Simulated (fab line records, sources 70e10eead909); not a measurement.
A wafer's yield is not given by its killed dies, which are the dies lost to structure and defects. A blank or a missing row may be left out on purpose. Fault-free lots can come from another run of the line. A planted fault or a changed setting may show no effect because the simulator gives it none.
fab line records    flow nand_harc    part 1 of 2: steps 1 to 25 of 31
record lots=5  wafers=15  last_day=23
route steps=1159 shown A_STAIRCASE@522
lots with no fault: from the same line, run without faults
start_h: start of the lot's first displayed wafer, in hours after the record's first day    wait_h: time in hours since the lot's previous step    " same as the row above    L1.1+2: a row that stands for several wafers    - value missing, or start not given    * or withheld: withheld    < > ~ a bound
route shown NAME@n: a module of which the file shows steps, and the number in the route of the first    usual: mean/standard deviation taken from wafers without a fault    same: alike in all rows    chamber/n: place in a boat    sites: each site's reading    _std_site: the standard deviation of these    _edge_site: inner sites' mean taken away from outer sites' mean    radius_mm: for every site, how far away it sits from the centre of the wafer    mask NAME#n: copy n    behind: the most recent tool/chamber to have shaped the wafer    hold: what put the lot on hold/how long, in hours/how the hold closed    device: names the non-switching transistor (n, p or np)    end of line: at the end of the route, the tests of the same wafers    a step given without rows: its recipe and nothing more    killed: dies lost to structure and defects at the first sort, not the wafer's yield    map: a wafer's dies, marking killed ones x, the rest . and places with no die _
set.NAME: the run value of the setting; set.NAME@STEP: its run value at that earlier step    model.NAME: the simulator's own value behind a step, which no gauge read
lots at selected steps of the route; one table per step, one row per wafer
services: a tool's chamber out of use, with start hour (start_h, from the record's first day; less than 0 if before it), hours out, and reason
## steps
# step NHARC_A_STAIRCASE_COAT_160
# recipe spin_rpm=1200
# usual spin_speed_rpm=1200.0/0.74
lot.wafer  tool            chamber  start_h  wait_h  spin_speed_rpm
L075.3     litho_track-02  0        -        -       1199.2
L075.5     "               0        "        "       1199.1
L075.6     "               0        "        "       1199.4
L080.1     litho_track-02  0        -        -       1200.1
L080.3     "               0        "        "       1200.8
L080.4     "               0        "        "       1199.6
L084.2     litho_track-05  0        -        -       1200.4
L084.3     "               0        "        "       1200.0
L084.5     "               0        "        "       1199.9
L091.2     litho_track-07  0        -        -       1200.3
L091.4     "               0        "        "       1199.8
L091.5     "               0        "        "       1199.2
L093.3     litho_track-07  0        -        -       1201.3
L093.5     "               0        "        "       1200.7
L093.6     "               0        "        "       1200.3
# step NHARC_A_STAIRCASE_SOFTBAKE_161
# recipe temp_c=135  time_s=170
lot.wafer   tool            chamber  start_h  wait_h
L075.3+5+6  litho_track-02  0        -        -
L080.1+3+4  litho_track-02  0        -        -
L084.2+3+5  litho_track-05  0        -        -
L091.2+4+5  litho_track-07  0        -        -
L093.3+5+6  litho_track-07  0        -        -
# step NHARC_A_STAIRCASE_EBR_162
lot.wafer   tool            chamber  start_h  wait_h
L075.3+5+6  litho_track-02  0        -        -
L080.1+3+4  litho_track-02  0        -        -
L084.2+3+5  litho_track-05  0        -        -
L091.2+4+5  litho_track-07  0        -        -
L093.3+5+6  litho_track-07  0        -        -
# step NHARC_A_STAIRCASE_EXPOSE_163
# recipe na=0.5  dose_mj=20.01  mask_id=STAIR_OPEN
# usual exposure_dose_mJ_cm2=20.016/0.017
lot.wafer  tool            chamber  start_h  wait_h  mask          exposure_dose_mJ_cm2
L075.3     krf_scanner-04  0        241.57   -       STAIR_OPEN#0  20.029
L075.5     "               0        "        "       STAIR_OPEN#0  20.016
L075.6     "               0        "        "       STAIR_OPEN#0  20.000
L080.1     krf_scanner-03  0        282.15   -       STAIR_OPEN#0  20.012
L080.3     "               0        "        "       STAIR_OPEN#0  20.047
L080.4     "               0        "        "       STAIR_OPEN#0  20.006
L084.2     krf_scanner-02  0        299.30   -       STAIR_OPEN#0  20.021
L084.3     "               0        "        "       STAIR_OPEN#0  20.016
L084.5     "               0        "        "       STAIR_OPEN#0  20.003
L091.2     krf_scanner-04  0        330.91   -       STAIR_OPEN#0  20.014
L091.4     "               0        "        "       STAIR_OPEN#0  19.974
L091.5     "               0        "        "       STAIR_OPEN#0  20.018
L093.3     krf_scanner-03  0        346.53   -       STAIR_OPEN#0  20.005
L093.5     "               0        "        "       STAIR_OPEN#0  20.031
L093.6     "               0        "        "       STAIR_OPEN#0  20.021
# step NHARC_A_STAIRCASE_PEB_164
# recipe peb_temp_c=115  peb_time_s=130
lot.wafer   tool            chamber  start_h  wait_h
L075.3+5+6  litho_track-02  0        241.63   0.1
L080.1+3+4  litho_track-02  0        282.22   0.1
L084.2+3+5  litho_track-07  0        299.36   0.1
L091.2+4+5  litho_track-07  0        330.97   0.1
L093.3+5+6  litho_track-07  0        346.59   0.1
# step NHARC_A_STAIRCASE_DEVELOP_165
# recipe time_s=140
lot.wafer   tool            chamber  start_h  wait_h
L075.3+5+6  litho_track-02  0        -        -
L080.1+3+4  litho_track-02  0        -        -
L084.2+3+5  litho_track-07  0        -        -
L091.2+4+5  litho_track-07  0        -        -
L093.3+5+6  litho_track-07  0        -        -
# step NHARC_A_STAIRCASE_HARDBAKE_167
# recipe temp_c=120  time_s=140
lot.wafer   tool            chamber  start_h  wait_h
L075.3+5+6  litho_track-07  0        241.86   -
L080.1+3+4  litho_track-05  0        282.44   -
L084.2+3+5  litho_track-07  0        299.58   -
L091.2+4+5  litho_track-02  0        331.19   -
L093.3+5+6  litho_track-05  0        346.82   -
# step NHARC_A_STAIRCASE_DESCUM_168
# recipe time_s=3  o2_flow_sccm=200  ar_flow_sccm=0  bias_power_w=0  chemistry=O2
# usual drypump_motor_current_A=5.8/0.33  mfc_ar_sccm=0.009/0.011  oes_product_au=1.000/0.0082  rf_vpp_V=57.9/0.87  showerhead_plenum_p_Torr=1.94/0.07  throttle_valve_pct=11.310/0.0097
lot.wafer  tool         chamber  start_h  wait_h  drypump_motor_current_A  mfc_ar_sccm  oes_product_au  rf_hours_counter_h  rf_vpp_V  showerhead_plenum_p_Torr  throttle_valve_pct
L075.3     rie_diel-08  2        241.96   -       5.6                      0.024        1.000           32                  57.0      1.83                      11.313
L075.5     "            0        "        "       6.0                      0.009        1.005           -                   57.7      2.00                      11.297
L075.6     "            1        "        "       5.2                      0            1.006           -                   59.1      1.97                      11.326
L080.1     rie_diel-08  3        282.54   -       5.7                      0            1.015           52                  56.2      1.86                      11.315
L080.3     "            0        "        "       6.0                      0.009        0.991           54                  58.9      2.00                      11.312
L080.4     "            1        "        "       5.1                      0            0.983           56                  58.7      1.96                      11.320
L084.3     rie_diel-08  2        299.69   -       5.6                      0.024        0.997           54                  58.8      1.82                      11.301
L084.2     "            3        "        "       5.7                      0            0.992           60                  57.6      1.86                      11.315
L084.5     "            1        "        "       5.2                      0            0.992           -                   58.3      1.96                      11.314
L091.4     rie_diel-05  1        331.28   -       5.9                      0            1.011           54                  57.7      2.01                      11.322
L091.2     "            3        "        "       6.2                      0.017        0.998           57                  57.8      1.93                      11.306
L091.5     "            1        "        "       5.9                      0            1.005           -                   58.8      2.01                      11.317
L093.3     rie_diel-13  2        346.91   -       5.8                      0.014        1.001           21                  57.6      1.93                      11.288
L093.6     "            1        "        "       6.2                      0            1.001           -                   58.2      1.86                      11.328
L093.5     "            2        "        "       5.8                      0.014        1.012           -                   58.5      1.93                      11.287
# step NHARC_A_STAIRCASE_ETCH_169
# recipe target_depth_a=500  time_s=107.1  ion_energy_ev=120  ch3f_flow_sccm=50  o2_flow_sccm=30  ar_flow_sccm=200  rf_w=500  bias_w=100  chemistry=CH3F/O2
# usual drypump_motor_current_A=5.8/0.33  mfc_ar_sccm=200.0/0.62  oes_product_au=0.946/0.022  rf_fwd_power_W=497.1/1.6  rf_vpp_V=244.9/1.6  showerhead_plenum_p_Torr=2.49/0.088  throttle_valve_pct=20.664/0.0085
lot.wafer  tool         chamber  start_h  wait_h  drypump_motor_current_A  mfc_ar_sccm  oes_product_au  rf_fwd_power_W  rf_hours_counter_h  rf_vpp_V  showerhead_plenum_p_Torr  throttle_valve_pct
L075.3     rie_diel-08  3        242.03   0.1     5.7                      199.6        0.933           499.7           39                  243.4     2.40                      20.687
L075.5     "            3        "        "       5.7                      199.7        0.939           498.5           -                   242.6     2.40                      20.667
L075.6     "            0        "        "       6.0                      200.2        0.933           498.5           -                   246.4     2.57                      20.666
L080.4     rie_diel-08  3        282.62   0.1     5.7                      200.0        0.956           499.5           52                  244.7     2.40                      20.669
L080.3     "            0        "        "       6.0                      198.8        0.955           495.8           54                  245.1     2.56                      20.668
L080.1     "            1        "        "       5.2                      200.3        0.931           494.1           56                  245.0     2.52                      20.666
L084.3     rie_diel-08  1        299.76   0.1     5.2                      200.3        0.951           498.3           59                  244.2     2.52                      20.660
L084.2     "            3        "        "       5.6                      200.5        0.986           497.8           60                  243.4     2.39                      20.668
L084.5     "            2        "        "       5.6                      200.5        0.969           498.7           -                   243.5     2.34                      20.652
L091.2     rie_diel-05  2        331.38   0.1     5.6                      200.3        0.922           498.5           59                  246.0     2.46                      20.666
L091.4     "            3        "        "       6.2                      202.0        0.918           498.2           57                  245.4     2.48                      20.661
L091.5     "            2        "        "       5.6                      199.5        0.929           497.0           -                   243.5     2.46                      20.647
L093.3     rie_diel-13  1        347.01   0.1     6.2                      200.0        0.962           491.7           25                  244.4     2.39                      20.671
L093.6     "            2        "        "       5.8                      200.0        0.964           499.7           -                   244.7     2.47                      20.655
L093.5     "            3        "        "       6.3                      201.4        0.984           498.6           -                   245.2     2.54                      20.662
# step NHARC_A_STAIRCASE_ETCH_170
# recipe target_depth_a=2000  time_s=66.667  ion_energy_ev=250  c4f6_flow_sccm=25  o2_flow_sccm=20  ar_flow_sccm=500  rf_w=600  bias_w=500  chemistry=C4F6/O2
# usual drypump_motor_current_A=5.8/0.34  mfc_ar_sccm=499.9/1.6  oes_product_au=0.960/0.017  rf_fwd_power_W=594.7/1.9  rf_vpp_V=548.2/2.7  showerhead_plenum_p_Torr=3.98/0.13  throttle_valve_pct=26.903/0.0082
lot.wafer  tool         chamber  start_h  wait_h  drypump_motor_current_A  mfc_ar_sccm  oes_product_au  rf_fwd_power_W  rf_hours_counter_h  rf_vpp_V  showerhead_plenum_p_Torr  throttle_valve_pct
L075.3     rie_diel-08  1        -        -       5.2                      503.5        0.938           591.7           40                  549.3     4.03                      26.912
L075.5     "            0        "        "       6.0                      499.0        0.958           593.0           -                   549.8     4.09                      26.892
L075.6     "            1        "        "       5.2                      502.0        0.936           594.2           -                   547.1     4.03                      26.897
L080.3     rie_diel-08  0        -        -       6.0                      499.6        0.964           597.1           54                  550.9     4.08                      26.917
L080.4     "            1        "        "       5.2                      497.4        0.948           593.0           56                  549.0     4.02                      26.909
L080.1     "            3        "        "       5.7                      500.7        0.962           593.5           52                  545.5     3.83                      26.913
L084.2     rie_diel-08  3        -        -       5.7                      499.8        0.987           594.2           60                  543.6     3.82                      26.897
L084.3     "            0        "        "       6.0                      499.3        0.965           591.3           62                  549.2     4.08                      26.925
L084.5     "            1        "        "       5.2                      499.8        0.976           596.2           -                   548.1     4.02                      26.921
L091.4     rie_diel-05  3        -        -       6.3                      500.3        0.934           595.9           57                  547.8     3.95                      26.911
L091.2     "            0        "        "       6.1                      500.5        0.944           594.8           55                  551.8     4.15                      26.911
L091.5     "            1        "        "       5.9                      502.1        0.948           591.0           -                   551.4     4.11                      26.907
L093.3     rie_diel-13  3        -        -       6.3                      499.0        0.976           592.3           25                  550.3     4.05                      26.898
L093.5     "            1        "        "       6.3                      499.7        0.959           594.1           -                   544.0     3.82                      26.884
L093.6     "            2        "        "       5.8                      499.7        0.975           595.9           -                   547.6     3.95                      26.897
# step NHARC_A_STAIRCASE_STRIP_171
# recipe power_w=1500  temp_c=250  chemistry=O2
# usual drypump_motor_current_A=5.8/0.55  heater_power_w=330/25  rf_refl_power_W=13.5/0.94
lot.wafer  tool             chamber  start_h  wait_h  drypump_motor_current_A  heater_power_w  rf_hours_counter_h  rf_refl_power_W
L075.3     plasma_asher-02  0        242.35   -       5.2                      310             -                   -
L075.6     "                0        "        "       5.2                      306             -                   -
L075.5     "                1        "        "       6.4                      343             -                   -
L080.1     plasma_asher-02  1        282.89   -       6.4                      345             31                  13.5
L080.4     "                0        "        "       5.2                      297             -                   12.7
L080.3     "                1        "        "       6.4                      346             -                   13.8
L084.2     plasma_asher-02  0        299.99   -       5.2                      303             38                  12.0
L084.3     "                0        "        "       5.2                      305             -                   11.8
L084.5     "                1        "        "       6.4                      344             -                   14.0
L091.2     plasma_asher-02  1        331.87   -       6.4                      348             46                  14.8
L091.4     "                1        "        "       6.4                      355             -                   14.4
L091.5     "                0        "        "       5.2                      311             -                   11.6
L093.3     plasma_asher-02  1        347.58   -       6.4                      350             -                   14.1
L093.6     "                0        "        "       5.2                      311             -                   12.7
L093.5     "                1        "        "       6.4                      348             -                   14.3
# step NHARC_A_STAIRCASE_STRIP_172
# recipe time_s=900  temp_c=130  chemistry=SPM
lot.wafer   tool          chamber  start_h  wait_h
L075.3+5+6  wet_bench-03  3,5,0    242.61   0.2
L080.3+4+1  wet_bench-04  4,6,7    283.22   0.2
L084.2+5+3  wet_bench-07  6,0,1    300.35   0.3
L091.5+4+2  wet_bench-07  4,6,0    332.23   0.1
L093.5+6+3  wet_bench-04  1,4,6    347.80   0.1
# step NHARC_A_STAIRCASE_PRECLEAN_173
# recipe time_s=*  temp_c=50  bath_age_min=0  chemistry=SC1
# usual h2o2_flow_mL_min=56.61/0.18
lot.wafer  tool          chamber  start_h  wait_h  h2o2_flow_mL_min
L075.3     wet_bench-03  3        -        -       56.34
L075.5     "             5        "        "       56.62
L075.6     "             0        "        "       56.76
L080.3     wet_bench-04  4        -        -       56.81
L080.4     "             6        "        "       56.65
L080.1     "             7        "        "       56.31
L084.2     wet_bench-07  6        -        -       56.46
L084.5     "             0        "        "       56.50
L084.3     "             1        "        "       56.67
L091.5     wet_bench-07  4        -        -       56.63
L091.4     "             6        "        "       56.59
L091.2     "             0        "        "       56.60
L093.5     wet_bench-04  1        -        -       56.73
L093.6     "             4        "        "       56.78
L093.3     "             6        "        "       56.58
# step NHARC_A_STAIRCASE_SRD_174
lot.wafer   tool          chamber  start_h  wait_h
L075.3+5+6  wet_bench-03  3,5,0    -        -
L080.3+4+1  wet_bench-04  4,6,7    -        -
L084.2+5+3  wet_bench-07  6,0,1    -        -
L091.5+4+2  wet_bench-07  4,6,0    -        -
L093.5+6+3  wet_bench-04  1,4,6    -        -
# step NHARC_A_STAIRCASE_DEHYDRATE_01
# recipe temp_c=150  time_s=120
lot.wafer   tool            chamber  start_h  wait_h
L075.3+5+6  litho_track-07  0        243.06   -
L080.1+3+4  litho_track-07  0        283.66   -
L084.2+3+5  litho_track-02  0        300.79   -
L091.2+4+5  litho_track-02  0        332.68   -
L093.3+5+6  litho_track-02  0        348.27   -
# step NHARC_A_STAIRCASE_HMDS_02
# recipe time_s=30
lot.wafer   tool            chamber  start_h  wait_h
L075.3+5+6  litho_track-07  0        -        -
L080.1+3+4  litho_track-07  0        -        -
L084.2+3+5  litho_track-02  0        -        -
L091.2+4+5  litho_track-02  0        -        -
L093.3+5+6  litho_track-02  0        -        -
# step NHARC_A_STAIRCASE_COAT_03
# recipe spin_rpm=1200
# usual spin_speed_rpm=1200.0/0.8
lot.wafer  tool            chamber  start_h  wait_h  spin_speed_rpm
L075.3     litho_track-07  0        -        -       1198.9
L075.5     "               0        "        "       1199.2
L075.6     "               0        "        "       1200.4
L080.1     litho_track-07  0        -        -       1198.4
L080.3     "               0        "        "       1199.0
L080.4     "               0        "        "       1198.0
L084.2     litho_track-02  0        -        -       1200.8
L084.3     "               0        "        "       1201.3
L084.5     "               0        "        "       1201.8
L091.2     litho_track-02  0        -        -       1200.8
L091.4     "               0        "        "       1199.7
L091.5     "               0        "        "       1201.9
L093.3     litho_track-02  0        -        -       1199.7
L093.5     "               0        "        "       1199.6
L093.6     "               0        "        "       1199.4
# step NHARC_A_STAIRCASE_SOFTBAKE_04
# recipe temp_c=135  time_s=170
lot.wafer   tool            chamber  start_h  wait_h
L075.3+5+6  litho_track-07  0        -        -
L080.1+3+4  litho_track-07  0        -        -
L084.2+3+5  litho_track-02  0        -        -
L091.2+4+5  litho_track-02  0        -        -
L093.3+5+6  litho_track-02  0        -        -
# step NHARC_A_STAIRCASE_EBR_05
lot.wafer   tool            chamber  start_h  wait_h
L075.3+5+6  litho_track-07  0        -        -
L080.1+3+4  litho_track-07  0        -        -
L084.2+3+5  litho_track-02  0        -        -
L091.2+4+5  litho_track-02  0        -        -
L093.3+5+6  litho_track-02  0        -        -
# step NHARC_A_STAIRCASE_EXPOSE_06
# recipe na=0.5  dose_mj=25.43  mask_id=STAIR
# usual exposure_dose_mJ_cm2=25.434/0.023
lot.wafer  tool            chamber  start_h  wait_h  mask     exposure_dose_mJ_cm2
L075.3     krf_scanner-04  0        243.28   -       STAIR#0  25.477
L075.5     "               0        "        "       STAIR#0  25.451
L075.6     "               0        "        "       STAIR#0  25.456
L080.1     krf_scanner-04  0        283.86   -       STAIR#0  25.423
L080.3     "               0        "        "       STAIR#0  25.428
L080.4     "               0        "        "       STAIR#0  25.439
L084.2     krf_scanner-02  0        301.00   -       STAIR#0  25.436
L084.3     "               0        "        "       STAIR#0  25.443
L084.5     "               0        "        "       STAIR#0  25.419
L091.2     krf_scanner-02  0        333.02   -       STAIR#0  25.450
L091.4     "               0        "        "       STAIR#0  25.420
L091.5     "               0        "        "       STAIR#0  25.410
L093.3     krf_scanner-02  0        348.61   -       STAIR#0  25.421
L093.5     "               0        "        "       STAIR#0  25.410
L093.6     "               0        "        "       STAIR#0  25.427
# step NHARC_A_STAIRCASE_PEB_07
# recipe peb_temp_c=115  peb_time_s=130
lot.wafer   tool            chamber  start_h  wait_h
L075.3+5+6  litho_track-07  0        243.34   0.1
L080.1+3+4  litho_track-07  0        283.93   0.1
L084.2+3+5  litho_track-02  0        301.06   0.1
L091.2+4+5  litho_track-05  0        333.08   0.1
L093.3+5+6  litho_track-05  0        348.67   0.1
# step NHARC_A_STAIRCASE_DEVELOP_08
# recipe time_s=140
lot.wafer   tool            chamber  start_h  wait_h
L075.3+5+6  litho_track-07  0        -        -
L080.1+3+4  litho_track-07  0        -        -
L084.2+3+5  litho_track-02  0        -        -
L091.2+4+5  litho_track-05  0        -        -
L093.3+5+6  litho_track-05  0        -        -
# step NHARC_A_STAIRCASE_HARDBAKE_10
# recipe temp_c=120  time_s=140
lot.wafer   tool            chamber  start_h  wait_h
L075.3+5+6  litho_track-07  0        243.58   -
L080.1+3+4  litho_track-02  0        284.15   -
L084.2+3+5  litho_track-02  0        301.29   -
L091.2+4+5  litho_track-05  0        333.30   -
L093.3+5+6  litho_track-05  0        348.90   -
# step NHARC_A_STAIRCASE_DESCUM_11
# recipe time_s=3  o2_flow_sccm=200  ar_flow_sccm=0  bias_power_w=0  chemistry=O2
# usual drypump_motor_current_A=5.8/0.33  mfc_ar_sccm=0.009/0.011  oes_product_au=0.998/0.0082  rf_vpp_V=57.9/0.9  showerhead_plenum_p_Torr=1.94/0.075  throttle_valve_pct=11.311/0.0096
lot.wafer  tool         chamber  start_h  wait_h  drypump_motor_current_A  mfc_ar_sccm  oes_product_au  rf_hours_counter_h  rf_vpp_V  showerhead_plenum_p_Torr  throttle_valve_pct
L075.3     rie_diel-08  0        243.66   -       6.0                      0.009        1.006           39                  57.7      2.00                      11.332
L075.5     "            0        "        "       6.0                      0.009        0.993           -                   58.4      2.00                      11.307
L075.6     "            1        "        "       5.2                      0            0.992           -                   58.9      1.97                      11.314
L080.4     rie_diel-08  1        284.24   -       5.2                      0            0.990           56                  57.0      1.96                      11.312
L080.1     "            2        "        "       5.6                      0.024        1.002           46                  58.4      1.82                      11.304
L080.3     "            3        "        "       5.7                      0            1.001           52                  58.1      1.86                      11.302
L084.2     rie_diel-08  2        301.37   -       5.6                      0.024        0.990           54                  57.8      1.82                      11.315
L084.3     "            3        "        "       5.7                      0            0.999           61                  57.8      1.86                      11.308
L084.5     "            2        "        "       5.6                      0.024        1.000           -                   58.3      1.82                      11.324
L091.2     rie_diel-13  3        333.40   -       6.3                      0.005        0.997           20                  58.5      1.98                      11.315
L091.4     "            0        "        "       5.9                      0            0.993           19                  58.9      2.07                      11.317
L091.5     "            3        "        "       6.4                      0.005        0.989           -                   58.1      1.98                      11.316
L093.3     rie_diel-08  2        348.98   -       5.6                      0.024        0.992           14                  57.6      1.82                      11.307
L093.6     "            2        "        "       5.6                      0.024        0.987           -                   57.2      1.82                      11.328
L093.5     "            3        "        "       5.7                      0            0.997           -                   57.8      1.86                      11.314
# step NHARC_A_STAIRCASE_TRIM_12
# recipe time_s=211.2  o2_flow_sccm=500  ar_flow_sccm=0  bias_w=0  chemistry=O2
# usual drypump_motor_current_A=5.9/0.32  mfc_ar_sccm=0.010/0.012  oes_product_au=0.999/0.0074  rf_vpp_V=57.8/0.87  showerhead_plenum_p_Torr=3.57/0.13  throttle_valve_pct=17.037/0.0082
lot.wafer  tool         chamber  start_h  wait_h  drypump_motor_current_A  mfc_ar_sccm  oes_product_au  rf_hours_counter_h  rf_vpp_V  showerhead_plenum_p_Torr  throttle_valve_pct
L075.3     rie_diel-08  3        243.74   0.1     5.7                      0            1.014           39                  55.9      3.45                      17.042
L075.5     "            3        "        "       5.7                      0            1.013           -                   59.1      3.45                      17.036
L075.6     "            0        "        "       6.0                      0.009        0.999           -                   59.6      3.68                      17.034
L080.4     rie_diel-08  3        284.34   0.1     5.7                      0            1.010           52                  57.5      3.44                      17.050
L080.3     "            0        "        "       6.0                      0.009        1.003           55                  57.8      3.67                      17.038
L080.1     "            1        "        "       5.2                      0            0.999           56                  58.5      3.62                      17.040
L084.2     rie_diel-08  2        301.62   0.2     5.6                      0.024        0.993           55                  59.6      3.37                      17.035
L084.3     "            1        "        "       5.2                      0            0.988           60                  58.5      3.61                      17.026
L084.5     "            2        "        "       5.6                      0.024        0.984           -                   57.9      3.37                      17.034
L091.2     rie_diel-13  2        333.49   0.1     5.8                      0.014        1.010           16                  57.6      3.55                      17.036
L091.4     "            3        "        "       6.3                      0.005        1.008           20                  56.7      3.64                      17.036
L091.5     "            1        "        "       6.3                      0            1.005           -                   57.0      3.43                      17.037
L093.3     rie_diel-08  3        349.09   0.1     5.7                      0            0.996           12                  56.4      3.43                      17.043
L093.5     "            2        "        "       5.6                      0.024        0.995           -                   58.2      3.36                      17.055
L093.6     "            3        "        "       5.7                      0            0.990           -                   57.7      3.43                      17.036
